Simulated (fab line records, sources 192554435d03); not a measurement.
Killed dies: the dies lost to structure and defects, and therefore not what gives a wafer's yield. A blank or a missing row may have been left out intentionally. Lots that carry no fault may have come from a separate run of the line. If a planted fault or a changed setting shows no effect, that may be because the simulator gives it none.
Which of the tools did it? :: flow n5Finfet :: 11 lots (33 wafers sampled), 1 step of a 1938-step route

## WHAT THE GAUGES SHOWED, per wafer
N5_DUMMY_GATE_CD_MEAS_50 targets a cd of 14 nm.
lot: L075
measured: day 3 04:10
on: cdSem-01
cdNm (nm): 14.31 13.99 13.96

lot: L078
measured: day 4 02:14
on: cdSem-01
cdNm (nm): 14.05 14.39 14.15

lot: L080
measured: day 4 09:15
on: cdSem-03
cdNm (nm): 13.89 13.61 13.79

lot: L082
measured: day 4 22:52
on: cdSem-03
cdNm (nm): 14.00 14.13 13.69

lot: L084
measured: day 5 11:35
on: cdSem-03
cdNm (nm): 13.82 13.95 14.61

lot: L087
measured: day 6 05:47
on: cdSem-03
cdNm (nm): 14.00 13.91 13.94

lot: L089
measured: day 6 15:42
on: cdSem-02
cdNm (nm): 14.43 14.15 13.73

lot: L091
measured: day 7 03:50
on: cdSem-02
cdNm (nm): 14.17 13.76 13.94

lot: L093
measured: day 7 17:01
on: cdSem-03
cdNm (nm): 13.56 13.92 14.18

lot: L095
measured: day 8 04:50
on: cdSem-03
cdNm (nm): 13.69 13.99 14.07

lot: L097
measured: day 8 15:38
on: cdSem-01
cdNm (nm): 13.78 13.68 13.98

## EACH LOT AND THE TOOL THAT RAN IT (in order: tool; ch and the chambers of the sampled wafers; start)
Before these readings, the record contains no process step.

## THE ANSWER, worked out from the rows above alone
Rule: the usual values come from the lots themselves. Put in order of their means at a reading, lots are off if they are a third of the lots or fewer, leave a main group of 4 or more, and stand apart from it by a gap of 3 or more times the standard deviation of the main group's means; of several such gaps the widest counts. A main group whose means are all the same, to the digits that the tables above print for the reading, isn't used. A lot without any number at a reading at which 4 lots or more have one is off too. The other lots that the step has rows for count as sound.
Nothing can be told from this: no lot is off at any reading shown.

## WHAT THE SIMULATOR HAD INSERTED
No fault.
